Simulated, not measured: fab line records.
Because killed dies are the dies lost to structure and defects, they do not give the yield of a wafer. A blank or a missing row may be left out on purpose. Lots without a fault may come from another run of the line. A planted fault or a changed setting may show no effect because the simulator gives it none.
Split-lot trial | flow n5-finfet | on a route of 1938 steps: 7 lots, 39 wafers read

== THE SPLIT ITSELF ==
At N5_BEOL_M0_SAQP_SPACER2_ALD_26 (deposits SiO2, target thk 15 nm, pulse time 1 s, purge time 2 s), the setting target-thk-a was moved away from the recipe's 150 angstrom on 15 of the 39 wafers read, by -42.1% to +56.5%. This setting was run at the recipe's value on the other wafers.

== FROM THE SPLIT TO THE READING: what the file shows between them, 2 steps ==
- N5_BEOL_M0_SAQP_SPACER2_ETCHBACK_27: etches SiO2 in CHF3/O2, target depth 22.5 nm, time 11.25 s
- N5_BEOL_M0_SAQP_MANDREL2_REMOVE_110: chemistry HBr/Cl2/O2, target a-Si, stops on SiCN, bt time 10 s

== THE READING ==
cd-nm at N5_BEOL_M0_SAQP_CD_MEAS_29, given in nm (cd target 14.4 nm). On this fab line, fault-free wafers typically give 15.02 nm with a standard deviation of 0.22 nm.

wafer  | tool, chamber at the split | target-thk-a as run, angstrom | against the recipe | cd-nm, nm | against lot-mates on the recipe
L074.1 | ald-sin-01, 3,0,2,3,2      | 150                           | recipe             | 15.32     | -
L074.2 | ald-sin-01, 3,0,2,3,2      | 150                           | recipe             | 15.11     | -
L074.3 | ald-sin-01, 3,0,2,3,2      | 150                           | recipe             | 15.07     | -
L074.4 | ald-sin-01, 1              | 150                           | recipe             | 15.44     | -
L074.5 | ald-sin-01, 3,0,2,3,2      | 150                           | recipe             | 15.27     | -
L074.6 | ald-sin-01, 3,0,2,3,2      | 150                           | recipe             | 15.45     | -
L082.1 | ald-sin-03, 2,1,0          | 150                           | recipe             | 15.01     | -
L082.2 | ald-sin-03, 2,1,0          | 150                           | recipe             | 15.17     | -
L082.3 | ald-sin-03, 2,1,0          | 150                           | recipe             | 15.20     | -
L082.4 | ald-sin-03, 3,1,0          | 216.5                         | +44.3%             | 21.71     | +6.58
L082.5 | ald-sin-03, 3,1,0          | 216.5                         | +44.3%             | 21.70     | +6.57
L082.6 | ald-sin-03, 3,1,0          | 216.5                         | +44.3%             | 21.50     | +6.37
L083.3 | ald-sin-04, 2,3,3          | 150                           | recipe             | 14.98     | -
L083.4 | ald-sin-04, 2,3,3          | 150                           | recipe             | 15.08     | -
L083.6 | ald-sin-04, 2,3,3          | 150                           | recipe             | 14.90     | -
L089.1 | ald-sin-01, 1,3,1          | 150                           | recipe             | 15.26     | -
L089.2 | ald-sin-01, 1,3,1          | 150                           | recipe             | 15.10     | -
L089.3 | ald-sin-01, 0,2            | 229.2                         | +52.8%             | 23.09     | +7.96
L089.4 | ald-sin-01, 2              | 229.2                         | +52.8%             | 23.01     | +7.88
L089.5 | ald-sin-01, 0,2            | 229.2                         | +52.8%             | 23.14     | +8.01
L089.6 | ald-sin-01, 1,3,1          | 150                           | recipe             | 15.03     | -
L091.1 | ald-sin-03, 2,3,1          | 150                           | recipe             | 14.97     | -
L091.2 | ald-sin-03, 1,0,0          | 86.82                         | -42.1%             | 8.26      | -6.70
L091.3 | ald-sin-03, 1,0,0          | 86.82                         | -42.1%             | 8.83      | -6.13
L091.4 | ald-sin-03, 2,3,1          | 150                           | recipe             | 14.92     | -
L091.5 | ald-sin-03, 1,0,0          | 86.82                         | -42.1%             | 9.10      | -5.86
L091.6 | ald-sin-03, 2,3,1          | 150                           | recipe             | 14.99     | -
L093.1 | ald-sin-01, 1,2,2          | 150                           | recipe             | 15.03     | -
L093.2 | ald-sin-01, 3,0,1          | 234.8                         | +56.5%             | 23.54     | +8.39
L093.3 | ald-sin-01, 1,2,2          | 150                           | recipe             | 15.24     | -
L093.4 | ald-sin-01, 3,0,1          | 234.8                         | +56.5%             | 23.89     | +8.74
L093.5 | ald-sin-01, 3,0,1          | 234.8                         | +56.5%             | 24.09     | +8.94
L093.6 | ald-sin-01, 1,2,2          | 150                           | recipe             | 15.17     | -
L096.1 | ald-sin-03, 0              | 150                           | recipe             | 15.19     | -
L096.2 | ald-sin-03, 2,3            | 150                           | recipe             | 14.88     | -
L096.3 | ald-sin-03, 1,0,1          | 103.1                         | -31.3%             | 10.06     | -4.97
L096.4 | ald-sin-03, 2,3            | 150                           | recipe             | 15.02     | -
L096.5 | ald-sin-03, 1,0,1          | 103.1                         | -31.3%             | 10.12     | -4.91
L096.6 | ald-sin-03, 1,0,1          | 103.1                         | -31.3%             | 10.39     | -4.64
When a row names more than one chamber, that row covers several wafers, and the file does not tell which wafer ran in which chamber.

THE FIT
A straight line over all 39 wafers: cd-nm changes by +0.152 nm for each +1% of target-thk-a; r = +1.00; the points scatter about the line by 0.2 nm.
The same after taking each lot's own level away (the mean of its wafers on the recipe; 39 wafers): +0.151 nm for each +1%; r = +1.00; scatter 0.18 nm.
The reading moves by 8.5 nm for the largest change in target-thk-a, on that fit.
The span of the lots' own levels, 14.960 to 15.277 nm, comes to 1.4 times the standard deviation stated above.
Hence the lot-to-lot level has little effect on the slope; both slopes agree.
Check: with one of the wafers moved furthest among these (+56.5%) left out of the fit, the line predicts +8.54 nm for it against its lot-mates. It came out at +8.39 nm against them.

== THE WHOLE CHAIN: every reading that the file lists as answering this split, in the file's order ==
step                                | what it does                                                            | reading                                                                                     | change (the file's fit)               | r (the file's)
N5_BEOL_M0_SAQP_SPACER2_ALD_26      | deposits SiO2, target thk 15 nm, pulse time 1 s, purge time 2 s         | SiO2_of_BEOL_M0_SAQP_SPACER2_ALD_26.thk-nm (the simulator's own value, which no gauge read) | +0.149 nm for each +1% of the setting | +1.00
N5_BEOL_M0_SAQP_MANDREL2_REMOVE_110 | chemistry HBr/Cl2/O2, target a-Si, stops on SiCN, bt time 10 s          | BEOL_M0_SAQP.cd-nm (the simulator's own value, which no gauge read)                         | +0.149 nm for each +1% of the setting | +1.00
N5_BEOL_M0_SAQP_CD_MEAS_29          | target cd 14.4 nm                                                       | cd-nm                                                                                       | +0.151 nm for each +1% of the setting | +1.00
N5_BEOL_M0_CUTY_ETCH_63             | etches SOC in N2/H2, target depth 82.7 nm, overetch 16.5 nm, time 124 s | SiO2_of_BEOL_M0_SAQP_SPACER2_ALD_26.thk-nm (the simulator's own value, which no gauge read) | +0.143 nm for each +1% of the setting | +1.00
N5_BEOL_M0_HM_OPEN_105              | chemistry Cl2/BCl3, target TiN, target depth 12 nm                      | SiO2_of_BEOL_M0_SAQP_SPACER2_ALD_26.thk-nm (the simulator's own value, which no gauge read) | +0.128 nm for each +1% of the setting | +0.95

== FILE'S OWN FIT ==
cd-nm changes by +0.151 nm for each +1% of target-thk-a, r = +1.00.
